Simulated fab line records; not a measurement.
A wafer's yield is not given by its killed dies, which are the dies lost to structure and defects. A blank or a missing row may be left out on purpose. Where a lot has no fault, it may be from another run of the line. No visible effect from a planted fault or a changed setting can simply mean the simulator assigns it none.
A single fault, viewed from 3 desks / flow n5Finfet / only its own numbers are on each desk; what lay behind them is given at the end

THE DEFECT DESK
For each lot, the counts of the inspections along the route, averaged over the sampled wafers that have a number. A lot is out of limits, marked OUT, if its mean lies more than 4 standard deviations from the usual mean; the brackets give that distance.
Columns: A = rawDefectCount at N5_BEOL_M15_INSPECT_30, usual 2.2
lot=L877; first seen here=day 10 23:14; A=3.3
lot=L880; first seen here=day 12 08:23; A=1.3
lot=L890; first seen here=day 15 10:56; A=0.3
lot=L895; first seen here=day 16 12:08; A=1.7
lot=L899; first seen here=day 18 01:13; A=2.3
This desk's verdict: no lot among the 5 shows anything out of limits.

AT THE METROLOGY DESK
Means of the sampled wafers that have a number, per lot and without regard to the tool the lot ran on: this is what the gauges read. A lot is out of limits, marked OUT, if its mean lies more than 4 standard deviations from the usual mean; the brackets give that distance.
Columns: A = cdNm at N5_BEOL_M15_CD_MEAS_28, usual 407.3 nm; B = M15_OVL at N5_BEOL_M15_OVL_MEAS_29, usual 0 nm; C = M15_THK at N5_BEOL_M15_THK_MEAS_50, usual 826 nm
lot=L877; first seen here=day 10 23:11; A=405.4; B=2; C=827
lot=L880; first seen here=day 12 08:20; A=407.3; B=-2; C=847
lot=L890; first seen here=day 15 10:53; A=410.3; B=-7; C=804
lot=L895; first seen here=day 16 12:05; A=406.6; B=0; C=826
lot=L899; first seen here=day 18 01:10; A=406.2; B=-3; C=856
This desk's verdict: no lot among the 5 shows anything out of limits.

THE TOOL OWNER'S DESK: rieDiel-01
The tool's own readings at N5_BEOL_M15_TRENCH_ETCH_34 (etches SiO2 in C4F8/O2/Ar, target depth 872.93 nm, time 199 s): means of the sampled wafers that have a number, for each lot that ran on this tool. A lot is out of limits, marked OUT, if its mean lies more than 4 standard deviations from the usual mean; the brackets give that distance.
Columns: A = O2_flow_sccm at N5_BEOL_M15_TRENCH_ETCH_34, usual 12.00 sccm; B = biasW at N5_BEOL_M15_TRENCH_ETCH_34, usual 2040 W; C = drypumpMotorCurrentA at N5_BEOL_M15_TRENCH_ETCH_34, usual 5.6 A; D = oesProductAu at N5_BEOL_M15_TRENCH_ETCH_34, usual 0.82 a.u.; E = rfVppV at N5_BEOL_M15_TRENCH_ETCH_34, usual 2219 V; F = showerheadPlenumPTorr at N5_BEOL_M15_TRENCH_ETCH_34, usual 3.40 Torr; G = throttleValvePct at N5_BEOL_M15_TRENCH_ETCH_34, usual 30.71 %
lot=L877; first seen here=day 10 23:22; A=11.95; B=2032; C=5.5; D=0.78; E=2222; F=3.42; G=30.74
lot=L890; first seen here=day 15 11:05; A=11.97; B=2168 (+21) OUT; C=5.3; D=0.77; E=2324; F=3.41; G=30.73
This desk's finding: out of limits on L890; first on L890, day 15 11:05 (biasW at N5_BEOL_M15_TRENCH_ETCH_34). In limits: L877.

ALL TOGETHER
On L890, at day 15 11:05, an alarm was possible from the tool owner's desk.
The defect desk saw nothing out of limits.
Metrology desk: nothing out of limits seen.
The defect desk has L890 on record, within its limits.
The metrology desk has L890 on record, within its limits.
The lots listed all ran N5_BEOL_M15_TRENCH_ETCH_34 on rieDiel-01.

WHAT HAD BEEN PUT IN BY THE SIMULATOR
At N5_BEOL_M15_TRENCH_ETCH_34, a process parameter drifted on rieDiel-01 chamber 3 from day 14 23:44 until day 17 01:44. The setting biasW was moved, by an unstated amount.
Lots struck among those shown: L890.
How many hours passed from the start of the fault until each desk's first out-of-limits reading: the tool owner's desk, 11.
